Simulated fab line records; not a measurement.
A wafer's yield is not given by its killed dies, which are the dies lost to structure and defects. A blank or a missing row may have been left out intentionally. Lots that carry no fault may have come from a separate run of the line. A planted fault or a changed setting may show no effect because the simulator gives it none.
fab line records	flow nandHarc
[record] lots = 10	wafers = 30	lastDay = 24
route steps=1159 shown A_CONTACT@901 A_M1@1048 THIN_TSV@1152 END@1159
lots that met no fault: taken from a fault-free run of the same line
startH: the number of hours between the record's first day and the start of the first shown wafer of the lot	waitH: hours since the lot's step before	" the same as in the row above	L1.1+2: a row that stands for several wafers	- value missing, or start not given	* or withheld: withheld	< > ~ a bound
route shown NAME@n: NAME is a module with steps in the file, n the number in the route of the first one	usual: mean and standard deviation over wafers with no fault	same: alike in all rows	chamber/n: place in a boat	sites: the reading at each site	_std_site: standard deviation of those values	_edge_site: outer sites' mean less inner sites'	radiusMm: for every site, how far away it sits from the centre of the wafer	mask NAME#n: copy n	behind: the most recent tool/chamber to have shaped the wafer	hold: why the lot was held/for how many hours/how that ended	device: which transistor (n, p or np) failed to switch	end of line: tests run on the same wafers once the route is complete	a step given without rows: its recipe and nothing more	killed: count of dies lost to structure and defects at first sort (not the wafer's yield)	map: shows each die of a wafer: x if killed, . if not, _ if none is there
set.NAME: the run value of the setting; set.NAME@STEP: its run value at that earlier step	model.NAME: the simulator's own value behind a step, which no gauge read
the route's steps for a sample of lots (tables are steps, rows are wafers)
services: when a tool's chamber went out of use (startH, in hours from the record's first day, below 0 if earlier), for how many hours, and the reason
[[steps]]
[step NHARC_A_CONTACT_ETCH_76]
[recipe] targetDepthA = 2600	overEtchFrac = 0.3	timeS = 475.3	ionEnergyEv = 200	n2FlowSccm = 150	h2FlowSccm = 150	arFlowSccm = 0	rfW = 400	biasW = 150	chemistry = N2/H2
[usual] chamberPressureMTorr = 30.00/0.031	drypumpMotorCurrentA = 5.7/0.41	oesProductAu = 1.004/0.014	rfVppV = 430.8/2.1	showerheadPlenumPTorr = 2.05/0.067	throttleValvePct = 14.170/0.0082
lot.wafer	tool	chamber	startH	waitH	chamberPressureMTorr	drypumpMotorCurrentA	oesProductAu	rfHoursCounterH	rfVppV	showerheadPlenumPTorr	throttleValvePct
L728.1	rieDiel-13	2	378.70	-	30.02	6.0	1.005	31	433.2	2.14	14.173
L728.3	"	3	"	"	30.06	5.6	1.005	32	432.9	2.14	14.164
L728.5	"	2	"	"	29.99	6.0	1.013	-	433.9	2.14	14.177
L730.2	rieDiel-07	2	380.68	-	30.00	5.9	1.023	44	430.6	2.04	14.168
L730.6	"	1	"	"	30.01	6.1	1.001	-	431.5	2.04	14.167
L730.5	"	2	"	"	30.05	5.9	1.037	-	430.6	2.04	14.169
L729.4	rieDiel-05	2	390.24	-	29.99	6.3	1.019	8	427.4	1.93	14.169
L729.1	"	1	"	"	30.03	5.2	0.996	9	430.6	2.09	14.176
L729.6	"	3	"	"	30.01	5.4	0.999	-	429.8	2.02	14.169
L733.2	rieDiel-07	1	391.15	-	30.02	6.0	1.003	54	430.6	2.03	14.168
L733.3	"	0	"	"	29.97	6.3	0.999	54	429.7	2.00	14.173
L733.6	"	2	"	"	30.02	5.9	1.028	-	429.4	2.03	14.174
L732.3	rieDiel-05	3	414.25	-	30.00	5.4	0.998	14	431.5	2.02	14.171
L732.2	"	1	"	"	29.98	5.2	1.002	15	431.3	2.09	14.189
L732.6	"	0	"	"	30.00	5.4	1.008	-	430.6	2.08	14.180
L741.2	rieDiel-13	3	464.85	-	30.00	5.6	1.015	1	433.7	2.13	14.169
L741.1	"	1	"	"	29.99	5.6	0.991	2	432.7	2.13	14.180
L741.6	"	0	"	"	30.05	5.6	0.977	-	434.6	2.17	14.164
L747.3	rieDiel-13	3	471.64	-	30.01	5.6	1.019	4	434.1	2.13	14.177
L747.4	"	0	"	"	29.96	5.6	0.989	6	433.2	2.17	14.166
L747.5	"	2	"	"	29.99	6.0	1.026	-	431.5	2.13	14.172
L745.1	rieDiel-07	1	473.19	-	29.99	6.1	0.989	23	429.6	2.03	14.176
L745.4	"	2	"	"	30.00	5.9	1.019	23	430.0	2.02	14.166
L745.3	"	3	"	"	30.08	5.8	1.014	24	430.1	2.06	14.170
L750.3	rieDiel-13	3	500.85	-	29.98	5.6	1.003	13	433.1	2.13	14.166
L750.1	"	1	"	"	30.04	5.6	0.990	13	432.4	2.12	14.172
L750.4	"	2	"	"	29.92	6.0	1.020	13	432.9	2.13	14.168
L751.2	rieDiel-13	0	508.11	-	29.98	5.7	0.991	16	433.9	2.16	14.176
L751.3	"	1	"	"	30.01	5.6	0.998	15	432.3	2.12	14.165
L751.6	"	0	"	"	29.98	5.6	0.997	-	433.4	2.16	14.166
[step NHARC_A_M1_PVD_20]
[recipe] targetThkA = 50	biasV = 168.6	powerW = 15000	chamberPressurePa = 0.12	timeS = 8.06	substrateTempC = 50	material = TaN
[usual] throttleValvePct = 30.2/1.4
lot.wafer	tool	chamber	startH	waitH	throttleValvePct
L730.2	pvdSputter-02	-	-	-	29.8
L730.6	"	-	"	"	33.0
L730.5	"	-	"	"	29.6
L728.1	pvdSputter-02	-	-	-	29.8
L728.3	"	-	"	"	29.2
L728.5	"	-	"	"	30.0
L729.4	pvdSputter-03	-	-	-	29.1
L729.1	"	-	"	"	30.7
L729.6	"	-	"	"	31.3
L733.3	pvdSputter-02	-	-	-	29.4
L733.2	"	-	"	"	32.9
L733.6	"	-	"	"	29.1
L732.3	pvdSputter-02	-	-	-	29.7
L732.2	"	-	"	"	30.2
L732.6	"	-	"	"	29.5
L741.1	pvdSputter-01	-	-	-	29.9
L741.2	"	-	"	"	27.8
L741.6	"	-	"	"	31.7
L747.3	pvdSputter-01	-	-	-	29.0
L747.4	"	-	"	"	31.5
L747.5	"	-	"	"	29.1
L745.4	pvdSputter-03	-	-	-	31.8
L745.1	"	-	"	"	29.3
L745.3	"	-	"	"	29.1
L750.4	pvdSputter-02	-	-	-	32.7
L750.3	"	-	"	"	29.7
L750.1	"	-	"	"	30.0
L751.2	pvdSputter-02	-	-	-	32.7
L751.3	"	-	"	"	29.0
L751.6	"	-	"	"	32.9
[step NHARC_THIN_TSV_ETCH_36]
[recipe] targetDepthA = 650	overEtchFrac = 0.3	timeS = 18.571	ionEnergyEv = 150	chemistry = Cl2/BCl3
[usual] chamberPressureMTorr = 10.000/0.0095	drypumpMotorCurrentA = 5.7/0.42	oesProductAu = 0.994/0.01
lot.wafer	tool	chamber	startH	waitH	chamberPressureMTorr	drypumpMotorCurrentA	oesProductAu	rfHoursCounterH
L730.2	rieMetal-03	1	433.31	0.2	10.004	5.6	0.989	4.7
L730.6	"	1	"	"	9.997	5.6	0.983	-
L730.5	"	0	"	"	10.004	5.0	0.978	-
L728.1	rieMetal-03	1	434.89	0.2	10.009	5.6	0.981	4.9
L728.3	"	1	"	"	9.985	5.6	0.999	-
L728.5	"	0	"	"	9.998	4.9	0.981	-
L729.1	rieMetal-03	0	440.27	0.2	10.009	5.0	0.980	6.2
L729.4	"	1	"	"	9.996	5.6	0.980	-
L729.6	"	0	"	"	9.997	5.0	0.988	-
L733.2	rieMetal-01	0	441.22	0.2	9.998	5.7	0.999	1.3
L733.3	"	0	"	"	10.002	5.7	1.010	-
L733.6	"	1	"	"	9.981	6.0	0.977	-
L732.2	rieMetal-01	0	468.76	0.2	10.009	5.7	0.992	2.1
L732.3	"	0	"	"	9.995	5.7	1.003	-
L732.6	"	1	"	"	10.009	6.0	0.990	-
L741.1	rieMetal-02	0	530.35	0.2	10.001	6.3	0.995	4.5
L741.2	"	1	"	"	10.001	5.8	0.989	4.5
L741.6	"	0	"	"	10.009	6.3	1.000	-
L747.4	rieMetal-03	1	533.82	0.2	9.993	5.6	0.990	-
L747.3	"	0	"	"	10.009	5.0	0.997	-
L747.5	"	1	"	"	9.995	5.6	0.986	-
L745.1	rieMetal-02	0	535.04	0.2	10.002	6.3	0.992	4.9
L745.4	"	0	"	"	10.022	6.3	0.995	-
L745.3	"	1	"	"	10.011	5.8	0.985	-
L750.1	rieMetal-02	0	551.78	0.2	10.006	6.3	0.989	5.3
L750.3	"	1	"	"	10.007	5.8	0.977	-
L750.4	"	0	"	"	9.993	6.4	0.988	-
L751.2	rieMetal-01	0	558.62	0.2	10.000	5.7	1.003	1.3
L751.3	"	0	"	"	10.005	5.7	1.000	-
L751.6	"	1	"	"	10.012	6.0	1.020	-
[step NHARC_END_SORT_01]
[recipe] tempC = 25
[usual] killedAtArray = 29/11	killedAtOther = 0.5/0.89	killedAtPeriphery = 3.3/2	killedDies = 32/11	killedOpen = 3.1/1.9	killedShort = 2.3/1.6
[same] grossDies = 677
lot.wafer	tool	chamber	startH	waitH	killedAtArray	killedAtOther	killedAtPeriphery	killedDies	killedOpen	killedShort
L732.2	prober-01	0	479.19	2.8	31	1	2	34	3	1
L732.3	prober-01	0	479.99	3.1	32	0	5	37	1	1
L732.6	prober-01	0	482.41	4.0	78	3	1	82	1	4
// killed by level:class
L732.2 A_CHANNEL_HOLE_D1:chamberFilmFlake=13 A_SLIT:chamberFilmFlake=8 A_STAIRCASE:chamberFilmFlake=4 P_STI:geometricParticle:open=1 P_M0:geometricParticle:open=1 A_SGD_CUT:geometricParticle:short=1 A_BLC:geometricParticle:open=1 A_CHANNEL_FILL_D1:chamberFilmFlake=1
L732.3 A_CHANNEL_HOLE_D1:chamberFilmFlake=16 A_SLIT:chamberFilmFlake=9 A_STAIRCASE:chamberFilmFlake=4 P_M0:chamberFilmFlake=3 P_CONTACT:geometricParticle:open=1 A_SOURCE_PLATE:geometricParticle:short=1 P_CONTACT:chamberFilmFlake=1 A_WL_FILL:chamberFilmFlake=1
L732.6 A_CONTACT:unspecified=38 A_CHANNEL_HOLE_D1:chamberFilmFlake=16 A_SLIT:chamberFilmFlake=9 A_STAIRCASE:chamberFilmFlake=4 A_CONTACT:chamberFilmFlake=3 THIN_TSV:chamberFilmFlake=3 A_WL_FILL:chamberFilmFlake=2 P_GATE:geometricParticle:short=1
[[services]]
tool	chamber	startH	hours	kind
rieDiel-13	0	358.83	-	clean
rieMetal-01	-	363.84	76.9	repair
rieDiel-13	-	377.73	0.4	repair
rieMetal-02	-	388.00	9.0	pm
pvdSputter-02	-	392.03	10.0	pm
rieDiel-05	1	392.31	2.7	repair
rieDiel-07	-	405.27	9.0	pm
rieMetal-03	1	414.50	14.0	repair
rieDiel-05	3	429.14	11.9	repair
rieMetal-03	-	453.00	9.0	pm
rieDiel-13	-	453.44	9.0	pm
pvdSputter-03	-	458.15	10.0	pm
pvdSputter-01	-	460.96	2.0	repair
pvdSputter-02	-	462.66	7.2	repair
rieDiel-07	-	489.58	0.3	repair
rieMetal-01	-	509.00	9.0	pm
rieDiel-07	1	512.87	5.5	repair
pvdSputter-01	-	514.00	10.0	pm
rieDiel-05	-	517.79	9.0	pm
rieDiel-13	2	535.28	2.2	repair
rieDiel-07	1	542.35	4.5	repair
rieDiel-05	-	542.61	0.6	repair
pvdSputter-02	-	546.82	19.6	repair
rieDiel-13	0	558.36	7.2	repair
[[key]]
[firstSign] step = NHARC_END_SORT_01	reading = killedAtArray	direction = up	sigmas = 4.5	usual = 29	struck = 78
[effect] step = NHARC_END_SORT_01	reading = killedDies	direction = up	sigmas = 4.5	usual = 32	struck = 82
[moreKillsBornAt] NHARC_A_CONTACT_ETCH_76@rieDiel-05 = 38
metAt NHARC_A_CONTACT_ETCH_76
struckLots L732
struckWafers L732.6
testerLeftOut L732
notActingAt NHARC_A_M1_PVD_20,NHARC_THIN_TSV_ETCH_36
[fault] kind = chamberParticleSource	tool = rieDiel-05	chamber = 0	onsetH = 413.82	steps = NHARC_A_CONTACT_ETCH_76	ratePerVisitCm2 = 0.60158	endH = 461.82
// testerLeftOut: of these lots the tester's yield and bins aren't shown, on N5 and GAA mostly nor the transistor test; their killed dies are dies lost to structure and defects alone, not to doping, threshold or leakage, so they don't give the yield
